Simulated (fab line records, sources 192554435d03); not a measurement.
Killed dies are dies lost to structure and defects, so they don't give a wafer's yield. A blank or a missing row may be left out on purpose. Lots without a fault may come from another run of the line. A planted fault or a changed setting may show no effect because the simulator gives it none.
Which tool did it? | flow n5_finfet | 11 lots, 33 wafers sampled, at 3 steps of a route of 1938

WHAT THE GAUGES READ, wafer by wafer
N5_BEOL_M13_THK_MEAS_50: measures by xrf.
lot  | measured     | on            | M13_THK (nm)
L076 | day 11 06:36 | film_metro-01 | 438 428 420
L077 | day 11 22:21 | film_metro-01 | 414 418 425
L079 | day 13 03:11 | film_metro-02 | 409 402 405
L082 | day 13 07:29 | film_metro-01 | 423 435 416
L080 | day 13 18:29 | film_metro-01 | 418 420 423
L085 | day 14 03:08 | film_metro-01 | 431 434 433
L087 | day 14 09:04 | film_metro-01 | 414 411 428
L090 | day 15 03:05 | film_metro-01 | 419 425 420
L092 | day 15 20:28 | film_metro-02 | 415 407 408
L095 | day 16 11:33 | film_metro-02 | 405 412 410
L094 | day 16 16:39 | film_metro-02 | 406 396 404

WHICH TOOL RAN EACH LOT (tool, then ch and the chambers of the sampled wafers, then the start)
lot  | N5_BEOL_M13_VIA_ETCH_16            | N5_BEOL_M13_STRIP_63
L076 | rie_diel-05 ch 0,1,3, day 11 03:06 | plasma_asher-01 ch 0,1, day 11 03:20
L077 | rie_diel-04 ch 0,1, day 11 18:43   | plasma_asher-02 ch 0,1, day 11 18:57
L079 | rie_diel-05 ch 1,3, day 12 08:34   | plasma_asher-02 ch 0,1, day 12 08:49
L082 | rie_diel-05 ch 0,2,3, day 13 02:27 | plasma_asher-01 ch 0,1, day 13 02:41
L080 | rie_diel-04 ch 0,1,3, day 13 12:25 | plasma_asher-02 ch 0,1, day 13 12:39
L085 | rie_diel-06 ch 0,1,3, day 13 20:31 | plasma_asher-01 ch 0,1, day 13 20:46
L087 | rie_diel-04 ch 0,1,3, day 14 03:33 | plasma_asher-01 ch 0,1, day 14 03:47
L090 | rie_diel-04 ch 1,2,3, day 14 21:11 | plasma_asher-02 ch 0,1, day 14 21:25
L092 | rie_diel-04 ch 2,3, day 15 16:44   | plasma_asher-02 ch 0,1, day 15 16:58
L095 | rie_diel-05 ch 1,2, day 16 03:00   | plasma_asher-02 ch 0,1, day 16 03:15
L094 | rie_diel-04 ch 0,2,3, day 16 13:05 | plasma_asher-01 ch 0, day 16 13:19
- N5_BEOL_M13_VIA_ETCH_16: etches SiOC in C4F8/O2/Ar, target depth 921.7 nm.
- N5_BEOL_M13_STRIP_63: strips in N2/H2.

THE ANSWER, worked out from the rows above alone
Rule: what is usual is taken from the lots themselves. Put in order of their means at a reading, lots are off if they are a third of the lots or fewer, leave a main group of 4 or more, and stand apart from it by a gap of 3 or more times the standard deviation of the main group's means; of several such gaps the widest counts. A main group whose means are all the same, to the digits that the tables above print for the reading, isn't used. A lot without any number at a reading at which 4 lots or more have one is off too. The other lots that the step has rows for count as sound.
No lot is off at any reading shown: from this, nothing can be told.

WHAT THE SIMULATOR HAD PUT IN
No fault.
